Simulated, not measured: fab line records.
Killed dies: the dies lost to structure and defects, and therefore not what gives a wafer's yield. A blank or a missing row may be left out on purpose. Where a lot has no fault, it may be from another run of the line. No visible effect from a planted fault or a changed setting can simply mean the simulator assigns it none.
fab line records + flow n5_finfet
record
- lots=11
- wafers=29
- last_day=17
route steps=1938 shown ZERO_LAYER@14 WELL_APT@33 BEOL_M4@1111 PASSIVATION@1936
lots that met no fault: taken from a fault-free run of the same line
start_h: hours from the record's opening day to when the first of the lot's shown wafers began + wait_h: hours from the lot's prior step to this one + " repeats the value in the row above + L1.1+2: one row covering several wafers at once + - no value, or no start was given + * or withheld: withheld + < > ~ a bound
route shown NAME@n: names a module that has steps shown in the file, with the first one's number in the route + usual: the fault-free wafers' mean and standard deviation + same: alike in all rows + chamber/n: place in a boat + sites: per-site readings + _std_site: standard deviation across them + _edge_site: mean of outer sites minus mean of inner sites + radius_mm: how far each site lies from the wafer's centre + mask NAME#n: copy n + behind: the tool/chamber that last shaped the wafer + hold: why the lot was held/for how many hours/how that ended + device: the transistor (n, p or np) that didn't switch + end of line: at the end of the route, the tests of the same wafers + step lacking rows: just its recipe + killed: dies that structure and defects cost at the first sort, which is not the same as the wafer's yield + map: shows each die of a wafer: x if killed, . if not, _ if none is there
set.NAME: the run value of the setting; set.NAME@STEP: its run value at that earlier step + model.NAME: the simulator's own value behind a step, which no gauge read
route steps across a sampled set of lots; one table per step, one row per wafer
services: a tool's chamber out of use, with start hour (start_h, from the record's first day; less than 0 if before it), hours out, and reason
## steps
# step N5_ZERO_LAYER_DESCUM_16
# recipe
- chemistry=O2
- time_s=7.9
- source_power_w=50
- bias_power_w=20
- pressure_mtorr=20
- rf_frequency_hz=2.712e+07
- temp_c=40
- o2_flow_sccm=225
# usual
- drypump_motor_current_A=5.7/0.61
- oes_product_au=0.77/0.11
- rf_vpp_V=243.5/1.5
- showerhead_plenum_p_Torr=2.12/0.08
- throttle_valve_pct=20.40/0.22
| lot.wafer | tool        | chamber | start_h | wait_h | drypump_motor_current_A | oes_product_au | rf_hours_counter_h | rf_vpp_V | showerhead_plenum_p_Torr | throttle_valve_pct |
|-----------|-------------|---------|---------|--------|-------------------------|----------------|--------------------|----------|--------------------------|--------------------|
| L532.2    | rie_diel-04 | 3       | 42.68   | 0.0    | 5.5                     | 0.69           | 227                | 243.5    | 2.14                     | 20.29              |
| L532.3    | "           | 1       | "       | "      | 4.7                     | 0.72           | 202                | 245.3    | 2.17                     | 20.14              |
| L532.4    | "           | 0       | "       | "      | 6.4                     | 0.67           | -                  | 242.9    | 2.16                     | 20.93              |
| L533.1    | rie_diel-06 | 1       | 48.87   | 0.1    | 6.8                     | 0.72           | 167                | 245.2    | 2.16                     | 20.48              |
| L533.2    | "           | 0       | "       | "      | 5.9                     | 0.68           | 238                | 243.2    | 2.18                     | 20.74              |
| L534.2    | rie_diel-04 | 2       | 54.99   | 0.0    | 5.4                     | 0.71           | 242                | 241.5    | 1.97                     | 20.54              |
| L534.3    | "           | 1       | "       | "      | 4.7                     | 0.73           | 208                | 244.4    | 2.16                     | 20.16              |
| L534.4    | "           | 2       | "       | "      | 5.4                     | 0.70           | -                  | 241.7    | 1.97                     | 20.53              |
| L536.1    | rie_diel-06 | 0       | 66.80   | 0.0    | 5.9                     | 0.67           | 242                | 243.2    | 2.18                     | 20.75              |
| L536.2    | "           | 2       | "       | "      | 5.5                     | 0.68           | 237                | 243.6    | 2.06                     | 20.28              |
| L536.5    | "           | 2       | "       | "      | 5.5                     | 0.68           | -                  | 242.5    | 2.06                     | 20.28              |
| L540.1    | rie_diel-03 | 0       | 90.68   | 0.0    | 5.9                     | 0.68           | 237                | 243.4    | 1.97                     | 20.35              |
| L540.5    | "           | 2       | "       | "      | 5.1                     | 0.72           | -                  | 240.5    | 2.00                     | 20.62              |
| L542.2    | rie_diel-04 | 0       | 102.68  | 0.0    | 6.4                     | 0.93           | 14                 | 243.5    | 2.15                     | 20.61              |
| L542.5    | "           | 2       | "       | "      | 5.4                     | 0.98           | -                  | 244.8    | 2.23                     | 20.20              |
| L543.4    | rie_diel-04 | 2       | 108.70  | 0.1    | 5.4                     | 0.96           | -                  | 246.8    | 2.23                     | 20.19              |
| L543.6    | "           | 1       | "       | "      | 4.7                     | 0.70           | -                  | 244.4    | 2.16                     | 20.18              |
| L544.1    | rie_diel-06 | 1       | 114.80  | 0.0    | 6.8                     | 0.70           | 189                | 244.5    | 2.15                     | 20.51              |
| L544.2    | "           | 3       | "       | "      | 6.0                     | 0.78           | 121                | 242.7    | 2.11                     | 20.23              |
| L544.4    | "           | 3       | "       | "      | 6.0                     | 0.78           | -                  | 243.4    | 2.11                     | 20.21              |
| L546.4    | rie_diel-03 | 1       | 126.68  | 0.0    | 5.4                     | 0.75           | 169                | 245.8    | 2.18                     | 20.55              |
| L546.5    | "           | 3       | "       | "      | 6.2                     | 0.98           | -                  | 245.4    | 2.24                     | 20.41              |
| L546.6    | "           | 0       | "       | "      | 5.9                     | 0.67           | -                  | 241.4    | 1.97                     | 20.35              |
| L547.2    | rie_diel-06 | 1       | 133.05  | 0.4    | 6.7                     | 0.71           | 195                | 244.3    | 2.15                     | 20.52              |
| L547.4    | "           | 0       | "       | "      | 5.9                     | 0.97           | 7                  | 244.1    | 2.17                     | 20.35              |
| L547.5    | "           | 3       | "       | "      | 5.9                     | 0.79           | -                  | 243.6    | 2.10                     | 20.22              |
| L549.1    | rie_diel-03 | 1       | 144.81  | 0.0    | 5.4                     | 0.75           | 176                | 244.3    | 2.18                     | 20.55              |
| L549.2    | "           | 2       | "       | "      | 5.1                     | 0.70           | 214                | 242.7    | 2.00                     | 20.64              |
| L549.4    | "           | 1       | "       | "      | 5.4                     | 0.75           | -                  | 244.5    | 2.18                     | 20.55              |
# step N5_ZERO_LAYER_STRIP_24
# recipe
- chemistry=O2
- power_w=1000
- temp_c=250
- overash_fraction=0.3
- pressure_mtorr=1000
- o2_flow_sccm=6750
# usual
- drypump_motor_current_A=5.5/0.3
- heater_power_w=320/19
- oes_product_au=0.647/0.0047
- strip_time_to_endpoint_s=43.87/0.093
| lot.wafer | tool            | chamber | start_h | wait_h | drypump_motor_current_A | heater_power_w | oes_product_au | rf_hours_counter_h | strip_time_to_endpoint_s |
|-----------|-----------------|---------|---------|--------|-------------------------|----------------|----------------|--------------------|--------------------------|
| L532.2    | plasma_asher-02 | 1       | 42.89   | 0.1    | 5.2                     | 302            | 0.655          | 84                 | 43.88                    |
| L532.3    | "               | 1       | "       | "      | 5.2                     | 304            | 0.645          | -                  | 43.83                    |
| L532.4    | "               | 0       | "       | "      | 5.8                     | 339            | 0.641          | -                  | 43.78                    |
| L533.1    | plasma_asher-02 | 0       | 49.08   | 0.1    | 5.8                     | 352            | 0.649          | 85                 | 43.85                    |
| L533.2    | "               | 1       | "       | "      | 5.2                     | 307            | 0.638          | 85                 | 43.92                    |
| L534.2    | plasma_asher-01 | 1       | 55.20   | 0.1    | 5.2                     | 309            | 0.646          | 32                 | 43.67                    |
| L534.3    | "               | 1       | "       | "      | 5.2                     | 309            | 0.644          | -                  | 43.83                    |
| L534.4    | "               | 0       | "       | "      | 5.8                     | 324            | 0.640          | -                  | 43.78                    |
| L536.1    | plasma_asher-02 | 1       | 67.02   | 0.1    | 5.2                     | 289            | 0.637          | 88                 | 44.03                    |
| L536.2    | "               | 0       | "       | "      | 5.8                     | 357            | 0.656          | 88                 | 43.91                    |
| L536.5    | "               | 0       | "       | "      | 5.8                     | 356            | 0.644          | -                  | 43.99                    |
| L540.1    | plasma_asher-02 | 1       | 90.89   | 0.1    | 5.3                     | 294            | 0.651          | 92                 | 43.89                    |
| L540.5    | "               | 0       | "       | "      | 5.8                     | 353            | 0.645          | -                  | 43.92                    |
| L542.2    | plasma_asher-01 | 1       | 102.91  | 0.1    | 5.2                     | 314            | 0.644          | 43                 | 43.92                    |
| L542.5    | "               | 1       | "       | "      | 5.2                     | 320            | 0.642          | -                  | 43.93                    |
| L543.4    | plasma_asher-01 | 1       | 108.91  | 0.1    | 5.2                     | 311            | 0.647          | -                  | 43.82                    |
| L543.6    | "               | 0       | "       | "      | 5.8                     | 317            | 0.646          | -                  | 43.78                    |
| L544.1    | plasma_asher-01 | 0       | 115.02  | 0.1    | 5.8                     | 319            | 0.652          | 47                 | 43.93                    |
| L544.2    | "               | 1       | "       | "      | 5.2                     | 305            | 0.648          | 47                 | 44.05                    |
| L544.4    | "               | 1       | "       | "      | 5.2                     | 314            | 0.649          | -                  | 43.93                    |
| L546.4    | plasma_asher-01 | 0       | 126.92  | 0.1    | 5.8                     | 319            | 0.648          | -                  | 43.84                    |
| L546.5    | "               | 1       | "       | "      | 5.2                     | 309            | 0.654          | -                  | 43.92                    |
| L546.6    | "               | 0       | "       | "      | 5.8                     | 321            | 0.646          | -                  | 43.92                    |
| L547.2    | plasma_asher-02 | 0       | 133.26  | 0.1    | 5.8                     | 348            | 0.643          | 98                 | 43.87                    |
| L547.4    | "               | 0       | "       | "      | 5.8                     | 353            | 0.647          | -                  | 43.95                    |
| L547.5    | "               | 0       | "       | "      | 5.8                     | 347            | 0.642          | -                  | 43.94                    |
| L549.1    | plasma_asher-01 | 0       | 145.02  | 0.1    | 5.8                     | 324            | 0.649          | 53                 | 43.60                    |
| L549.2    | "               | 1       | "       | "      | 5.2                     | 317            | 0.647          | 53                 | 43.72                    |
| L549.4    | "               | 1       | "       | "      | 5.2                     | 315            | 0.645          | -                  | 43.80                    |
# step N5_WELL_APT_IMPLANT_15
# recipe
- species=As
- energy_kev=25
- dose_cm2=1.5e+13
- tilt_deg=0
- rotation_deg=0
# usual
- dose_ions_cm2=1.4995e+13/1.8e+10
- faraday_current_uA=190/3.9
| lot.wafer | tool         | chamber | start_h | wait_h | dose_ions_cm2 | faraday_current_uA |
|-----------|--------------|---------|---------|--------|---------------|--------------------|
| L532.2    | implanter-01 | 0       | 44.35   | 0.1    | 1.5015e+13    | 189                |
| L532.3    | "            | 0       | "       | "      | 1.5027e+13    | 184                |
| L532.4    | "            | 0       | "       | "      | 1.5031e+13    | 187                |
| L533.1    | implanter-02 | 0       | 50.23   | 0.1    | 1.5004e+13    | 190                |
| L533.2    | "            | 0       | "       | "      | 1.4996e+13    | 189                |
| L534.2    | implanter-01 | 0       | 56.36   | 0.1    | 1.5027e+13    | 187                |
| L534.3    | "            | 0       | "       | "      | 1.5011e+13    | 193                |
| L534.4    | "            | 0       | "       | "      | 1.5027e+13    | 193                |
| L536.1    | implanter-01 | 0       | 68.44   | 0.1    | 1.4987e+13    | 192                |
| L536.2    | "            | 0       | "       | "      | 1.4997e+13    | 195                |
| L536.5    | "            | 0       | "       | "      | 1.4983e+13    | 195                |
| L540.1    | implanter-01 | 0       | 91.92   | 0.1    | 1.4979e+13    | 189                |
| L540.5    | "            | 0       | "       | "      | 1.4955e+13    | 196                |
| L542.2    | implanter-01 | 0       | 104.15  | 0.1    | 1.5015e+13    | 194                |
| L542.5    | "            | 0       | "       | "      | 1.4979e+13    | 187                |
| L543.4    | implanter-01 | 0       | 110.23  | 0.1    | 1.4998e+13    | 186                |
| L543.6    | "            | 0       | "       | "      | 1.4988e+13    | 190                |
| L544.1    | implanter-02 | 0       | 116.17  | 0.1    | 1.5001e+13    | 185                |
| L544.2    | "            | 0       | "       | "      | 1.5012e+13    | 188                |
| L544.4    | "            | 0       | "       | "      | 1.5002e+13    | 183                |
| L546.4    | implanter-02 | 0       | 128.33  | 0.1    | 1.5012e+13    | 194                |
| L546.5    | "            | 0       | "       | "      | 1.499e+13     | 192                |
| L546.6    | "            | 0       | "       | "      | 1.501e+13     | 194                |
| L547.2    | implanter-02 | 0       | 134.33  | 0.1    | 2.0199e+13    | 253                |
| L547.4    | "            | 0       | "       | "      | 2.0222e+13    | 256                |
| L547.5    | "            | 0       | "       | "      | 2.0209e+13    | 248                |
| L549.1    | implanter-02 | 0       | 146.16  | 0.1    | 2.0235e+13    | 249                |
| L549.2    | "            | 0       | "       | "      | 2.0218e+13    | 257                |
| L549.4    | "            | 0       | "       | "      | 2.0231e+13    | 257                |
# step N5_WELL_APT_EPI_41
# recipe
- material=Si
- target_thk_a=500
- temp_c=650
- precursor=SiH4/H2
- pressure_torr=20
- time_s=297.7
# usual
- chamber_pressure_Torr=20.00/0.037
- throttle_valve_pct=11.2/0.51
| lot.wafer | tool         | chamber | start_h | wait_h | chamber_pressure_Torr | throttle_valve_pct |
|-----------|--------------|---------|---------|--------|-----------------------|--------------------|
| L532.2    | epi_rpcvd-01 | 0       | 46.76   | 0.1    | 19.94                 | 11.1               |
| L532.3    | "            | 0       | "       | "      | 20.04                 | 11.7               |
| L532.4    | "            | 0       | "       | "      | 20.01                 | 11.6               |
| L533.1    | epi_rpcvd-03 | 0       | 52.65   | 0.0    | 20.02                 | 11.3               |
| L533.2    | "            | 0       | "       | "      | 20.03                 | 11.6               |
| L534.2    | epi_rpcvd-01 | 0       | 58.70   | 0.1    | 20.02                 | 11.8               |
| L534.3    | "            | 0       | "       | "      | 20.01                 | 11.5               |
| L534.4    | "            | 0       | "       | "      | 20.07                 | 11.7               |
| L536.1    | epi_rpcvd-03 | 0       | 70.55   | 0.0    | 20.01                 | 11.6               |
| L536.2    | "            | 0       | "       | "      | 19.96                 | 11.5               |
| L536.5    | "            | 0       | "       | "      | 20.00                 | 11.4               |
| L540.1    | epi_rpcvd-03 | 0       | 94.17   | 0.0    | 19.95                 | 11.2               |
| L540.5    | "            | 0       | "       | "      | 19.96                 | 11.7               |
| L542.2    | epi_rpcvd-03 | 0       | 106.13  | 0.1    | 19.97                 | 11.4               |
| L542.5    | "            | 0       | "       | "      | 20.03                 | 11.3               |
| L543.4    | epi_rpcvd-02 | 0       | 112.69  | 0.4    | 20.05                 | 10.3               |
| L543.6    | "            | 0       | "       | "      | 20.04                 | 10.4               |
| L544.1    | epi_rpcvd-01 | 0       | 118.21  | 0.0    | 20.03                 | 11.5               |
| L544.2    | "            | 0       | "       | "      | 19.99                 | 11.5               |
| L544.4    | "            | 0       | "       | "      | 20.05                 | 11.6               |
| L546.4    | epi_rpcvd-03 | 0       | 130.43  | 0.3    | 19.98                 | 11.4               |
| L546.5    | "            | 0       | "       | "      | 19.98                 | 11.5               |
| L546.6    | "            | 0       | "       | "      | 19.96                 | 11.0               |
| L547.2    | epi_rpcvd-03 | 0       | 136.50  | 0.1    | 20.00                 | 11.4               |
| L547.4    | "            | 0       | "       | "      | 20.01                 | 11.6               |
| L547.5    | "            | 0       | "       | "      | 19.97                 | 11.4               |
| L549.1    | epi_rpcvd-02 | 0       | 148.17  | 0.0    | 20.04                 | 10.4               |
| L549.2    | "            | 0       | "       | "      | 19.94                 | 10.2               |
| L549.4    | "            | 0       | "       | "      | 20.03                 | 10.2               |
# step N5_BEOL_M4_RC_MEAS_101
# usual
- CJ_P=5.74/0.16
- DIBL_N=36.3/1.7
- DIBL_P=36.0/1.9
- IOFF_N=0.156/0.028
- IOFF_P=0.21/0.036
- ION_N=675/11
- ION_P=463/7.8
- SS_N=71.6/0.59
- SS_P=73.2/0.63
- VT_N=250/3.1
- VT_P=-251/3.4
| lot.wafer | tool      | chamber | start_h | wait_h | CJ_P | DIBL_N[mV/V] | DIBL_P[mV/V] | IOFF_N[nA/um] | IOFF_P[nA/um] | ION_N[uA/um] | ION_P[uA/um] | SS_N[mV/dec] | SS_P[mV/dec] | VT_N[mV] | VT_P[mV] |
|-----------|-----------|---------|---------|--------|------|--------------|--------------|---------------|---------------|--------------|--------------|--------------|--------------|----------|----------|
| L532.2    | prober-02 | 0       | 193.92  | 0.2    | 5.32 | 34.2         | 33.5         | 0.128         | 0.19          | 673          | 464          | 71.0         | 72.3         | 250      | -252     |
| L532.3    | "         | 0       | "       | "      | 5.83 | 35.6         | 35.0         | 0.146         | 0.22          | 661          | 457          | 71.8         | 72.8         | 252      | -249     |
| L532.4    | "         | 0       | "       | "      | 5.64 | 36.1         | 34.7         | 0.155         | 0.21          | 667          | 461          | 71.4         | 72.6         | 251      | -248     |
| L533.1    | prober-01 | 0       | 204.34  | 0.0    | 5.98 | 36.3         | 37.5         | 0.164         | 0.21          | 691          | 468          | 72.1         | 73.4         | 250      | -250     |
| L533.2    | "         | 0       | "       | "      | 5.60 | 37.5         | 37.5         | 0.196         | 0.22          | 695          | 465          | 72.2         | 74.0         | 247      | -251     |
| L536.1    | prober-02 | 0       | 209.78  | 0.0    | 5.94 | 37.3         | 36.2         | 0.177         | 0.23          | 682          | 471          | 70.9         | 73.5         | 246      | -246     |
| L536.2    | "         | 0       | "       | "      | 5.81 | 36.5         | 35.0         | 0.164         | 0.20          | 685          | 467          | 71.9         | 72.8         | 246      | -251     |
| L536.5    | "         | 0       | "       | "      | 5.57 | 36.4         | 34.8         | 0.154         | 0.20          | 675          | 465          | 71.1         | 73.7         | 248      | -251     |
| L534.2    | prober-01 | 0       | 210.53  | 0.2    | 5.67 | 37.0         | 37.0         | 0.159         | 0.22          | 675          | 461          | 71.3         | 73.8         | 248      | -247     |
| L534.3    | "         | 0       | "       | "      | 5.83 | 37.8         | 38.1         | 0.195         | 0.26          | 691          | 475          | 71.4         | 73.9         | 245      | -244     |
| L534.4    | "         | 0       | "       | "      | 5.80 | 36.4         | 35.9         | 0.144         | 0.20          | 662          | 458          | 72.1         | 73.5         | 250      | -249     |
| L540.1    | prober-02 | 0       | 250.83  | 0.0    | 5.87 | 36.5         | 35.3         | 0.171         | 0.25          | 693          | 481          | 72.3         | 73.4         | 246      | -245     |
| L540.5    | "         | 0       | "       | "      | 5.75 | 37.8         | 36.9         | 0.193         | 0.27          | 691          | 480          | 72.7         | 74.0         | 246      | -246     |
| L542.2    | prober-01 | 0       | 253.39  | 0.2    | 5.73 | 34.1         | 36.0         | 0.121         | 0.21          | 667          | 466          | 70.9         | 73.4         | 255      | -247     |
| L542.5    | "         | 0       | "       | "      | 5.50 | 37.0         | 38.6         | 0.166         | 0.26          | 679          | 474          | 72.2         | 74.2         | 252      | -245     |
| L543.4    | prober-01 | 0       | 255.93  | 0.5    | 5.59 | 40.2         | 41.1         | 0.209         | 0.23          | 693          | 466          | 72.1         | 74.6         | 249      | -250     |
| L543.6    | "         | 0       | "       | "      | 5.84 | 36.7         | 37.4         | 0.144         | 0.17          | 678          | 462          | 70.8         | 72.9         | 253      | -254     |
| L544.1    | prober-02 | 0       | 261.07  | 0.0    | 5.75 | 34.7         | 35.2         | 0.133         | 0.18          | 671          | 453          | 71.5         | 73.1         | 253      | -251     |
| L544.2    | "         | 0       | "       | "      | 5.76 | 34.9         | 35.9         | 0.141         | 0.19          | 669          | 463          | 71.5         | 73.3         | 252      | -254     |
| L544.4    | "         | 0       | "       | "      | 5.91 | 35.6         | 35.2         | 0.151         | 0.18          | 667          | 458          | 71.8         | 73.2         | 254      | -253     |
| L546.4    | prober-02 | 0       | 280.73  | 0.5    | 5.77 | 34.3         | 33.0         | 0.118         | 0.17          | 655          | 451          | 70.8         | 72.6         | 254      | -255     |
| L546.5    | "         | 0       | "       | "      | 5.48 | 35.0         | 33.9         | 0.126         | 0.17          | 660          | 457          | 71.0         | 72.8         | 254      | -253     |
| L546.6    | "         | 0       | "       | "      | 5.66 | 38.6         | 39.0         | 0.200         | 0.26          | 683          | 467          | 71.6         | 74.1         | 245      | -248     |
| L547.4    | prober-02 | 0       | 299.31  | 0.5    | 6.68 | 36.6         | 35.5         | 0.157         | 0.22          | 679          | 469          | 71.0         | 72.6         | 248      | -249     |
| L547.5    | "         | 0       | "       | "      | 6.52 | 37.2         | 36.0         | 0.168         | 0.22          | 686          | 477          | 72.1         | 72.5         | 246      | -248     |
| L549.2    | prober-01 | 0       | 303.43  | 0.2    | 6.53 | 35.5         | 37.0         | 0.155         | 0.19          | 666          | 457          | 71.5         | 73.3         | 254      | -253     |
# step N5_PASSIVATION_PROBE_49
# usual
- defect_limited_yield=91.5/1.5
- killed_at_M0_to_M3=30/11
- killed_at_M4_up=13/4.9
- killed_at_contacts=14/6.5
- killed_at_front_end=40/11
- killed_at_other=3.3/2.7
- killed_dies=100/18
- killed_on_rim=13/3.8
- killed_open=67/14
- killed_short=32/7.8
- sort_bin_5_function=5.0/0.97
- sort_bin_6_memory=3.2/0.75
- sort_n_pass=1080/18
- sort_yield_pct=91.5/1.5
# same
- gross_dies=1180
- killed_at_back_side=0
- sort_bin_4_leakage[%]=0
- sort_bin_8_speed[%]=0
| lot.wafer | tool      | chamber | start_h | wait_h | defect_limited_yield[%] | killed_at_M0_to_M3 | killed_at_M4_up | killed_at_contacts | killed_at_front_end | killed_at_other | killed_dies | killed_on_rim | killed_open | killed_short | sort_bin_5_function[%] | sort_bin_6_memory[%] | sort_n_pass | sort_yield_pct[%] |
|-----------|-----------|---------|---------|--------|-------------------------|--------------------|-----------------|--------------------|---------------------|-----------------|-------------|---------------|-------------|--------------|------------------------|----------------------|-------------|-------------------|
| L544.1    | prober-01 | -       | 366.53  | 0.0    | 91.6                    | 25                 | 7               | 11                 | 50                  | 6               | 99          | 12            | 65          | 29           | 4.7                    | 2.6                  | 1081        | 91.6              |
| L544.2    | prober-01 | -       | 366.58  | 0.1    | 90.8                    | 34                 | 13              | 8                  | 52                  | 2               | 109         | 14            | 75          | 32           | 5.0                    | 3.9                  | 1071        | 90.8              |
| L544.4    | prober-01 | -       | 366.68  | 0.2    | 93.6                    | 23                 | 9               | 10                 | 32                  | 2               | 76          | 12            | 54          | 21           | 4.3                    | 1.9                  | 1104        | 93.6              |
| L546.4    | prober-01 | -       | 385.06  | 0.2    | 93.4                    | 24                 | 17              | 18                 | 19                  | 0               | 78          | 12            | 59          | 17           | 3.6                    | 2.8                  | 1102        | 93.4              |
| L546.5    | prober-01 | -       | 385.11  | 0.2    | 91.6                    | 31                 | 14              | 17                 | 30                  | 7               | 99          | 11            | 65          | 33           | 5.0                    | 3.1                  | 1081        | 91.6              |
| L546.6    | prober-01 | -       | 385.16  | 0.3    | 93.0                    | 16                 | 9               | 15                 | 41                  | 2               | 83          | 8             | 59          | 23           | 4.7                    | 2.1                  | 1097        | 93.0              |
# killed by level:class
L544.1 STI_FIN_REVEAL:geometric_particle:open=13 MOL_CONTACT_COAG:geometric_particle:open=9 DUMMY_GATE:geometric_particle:open=7 FIN_SAQP:geometric_particle:short=6 FIN_SAQP:geometric_particle:open=5 BEOL_M1:geometric_particle:open=5 BEOL_M0_SAQP:geometric_particle:short=5 BEOL_M2:geometric_particle:open=5
L544.2 FIN_SAQP:geometric_particle:open=21 FIN_SAQP:geometric_particle:short=9 STI_FIN_REVEAL:geometric_particle:open=9 BEOL_M1:geometric_particle:open=7 MOL_CONTACT_COAG:geometric_particle:open=6 BEOL_M3:geometric_particle:open=6 BEOL_M0_SAQP:geometric_particle:open=5 BEOL_M0_SAQP:geometric_particle:short=5
L544.4 FIN_SAQP:geometric_particle:open=9 MOL_CONTACT_COAG:geometric_particle:open=8 BEOL_M1:geometric_particle:open=7 DUMMY_GATE:geometric_particle:open=6 BEOL_M2:geometric_particle:open=5 FIN_SAQP:geometric_particle:short=4 STARTING-WAFER:geometric_particle:open=4 BEOL_M1:geometric_particle:short=4
L546.4 MOL_CONTACT_COAG:geometric_particle:open=16 BEOL_M2:geometric_particle:open=8 BEOL_M4:geometric_particle:open=6 FIN_SAQP:geometric_particle:short=5 BEOL_M0_SAQP:geometric_particle:short=4 BEOL_M0_SAQP:geometric_particle:open=4 STI_FIN_REVEAL:geometric_particle:open=3 DUMMY_GATE:geometric_particle:open=3
L546.5 MOL_CONTACT_COAG:geometric_particle:open=13 BEOL_M0_SAQP:geometric_particle:open=12 BEOL_M1:geometric_particle:open=7 BEOL_M2:geometric_particle:open=5 BEOL_M4:geometric_particle:open=5 FIN_SAQP:geometric_particle:open=4 FIN_SAQP:geometric_particle:short=4 BEOL_M0_SAQP:geometric_particle:short=4
L546.6 FIN_SAQP:geometric_particle:open=15 MOL_CONTACT_COAG:geometric_particle:open=15 FIN_SAQP:geometric_particle:short=7 BEOL_M1:geometric_particle:open=7 ILD0:geometric_particle:short=5 BEOL_M2:geometric_particle:open=5 STI_FIN_REVEAL:geometric_particle:open=4 GATE_CUT:geometric_particle:short=3
## services
| tool            | chamber | start_h | hours | kind                          |
|-----------------|---------|---------|-------|-------------------------------|
| rie_diel-03     | 3       | 20.93   | 10.8  | repair                        |
| rie_diel-06     | 2       | 22.53   | 1.3   | repair                        |
| rie_diel-04     | 0       | 51.32   | -     | clean                         |
| rie_diel-04     | 0       | 51.32   | -     | consumable_replace:focus_ring |
| rie_diel-04     | 0       | 51.32   | 13.0  | scheduled_down                |
| rie_diel-04     | 0       | 51.32   | 13.0  | vent_cycle                    |
| implanter-02    | -       | 58.48   | 1.7   | repair                        |
| rie_diel-03     | 1       | 59.88   | 17.3  | repair                        |
| epi_rpcvd-03    | -       | 63.22   | 6.0   | pm                            |
| rie_diel-03     | 2       | 70.11   | 5.4   | repair                        |
| rie_diel-04     | 2       | 75.18   | -     | clean                         |
| rie_diel-06     | 0       | 95.13   | -     | clean                         |
| rie_diel-06     | 0       | 95.13   | -     | consumable_replace:focus_ring |
| rie_diel-06     | 0       | 95.13   | 16.2  | scheduled_down                |
| rie_diel-06     | 0       | 95.13   | 16.2  | vent_cycle                    |
| plasma_asher-02 | -       | 98.36   | 11.4  | repair                        |
| implanter-02    | -       | 103.19  | 0.6   | repair                        |
| rie_diel-06     | 3       | 104.73  | 4.3   | repair                        |
| rie_diel-06     | 2       | 111.69  | -     | clean                         |
| rie_diel-06     | 2       | 111.69  | -     | consumable_replace:focus_ring |
| rie_diel-06     | 2       | 111.69  | 13.6  | scheduled_down                |
| rie_diel-06     | 2       | 111.69  | 13.6  | vent_cycle                    |
| implanter-02    | -       | 121.23  | 1.3   | repair                        |
| epi_rpcvd-02    | -       | 121.37  | 2.8   | pm                            |
## key
first_sign
- step=N5_WELL_APT_IMPLANT_15
- reading=dose_ions_cm2
- direction=up
- sigmas=99+
- usual=1.4995e+13
- struck=2.0219e+13
effect
- step=N5_WELL_APT_IMPLANT_15
- reading=faraday_current_uA
- direction=up
- sigmas=16
- usual=190
- struck=253
effect
- step=N5_BEOL_M4_RC_MEAS_101
- reading=CJ_P
- direction=up
- sigmas=5.2
- usual=5.74
- struck=6.58
met_at N5_WELL_APT_IMPLANT_15
struck_lots L547,L549
rows_end L547.2,L549.1,L549.4
not_acting_at N5_ZERO_LAYER_DESCUM_16,N5_ZERO_LAYER_STRIP_24,N5_WELL_APT_EPI_41
onset_between 128.33 134.33
fault
- kind=process_parameter_drift
- tool=implanter-02
- chamber=-
- onset_h=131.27
- steps=N5_WELL_APT_IMPLANT_15
- channel=dose_cm2
- offset=5.2325e+12
- shape=step
- acts_in=these_recipes_only
- stated=1.5e+13
# rows_end: these wafers met a further fault down the route, and their rows from its step on are left out
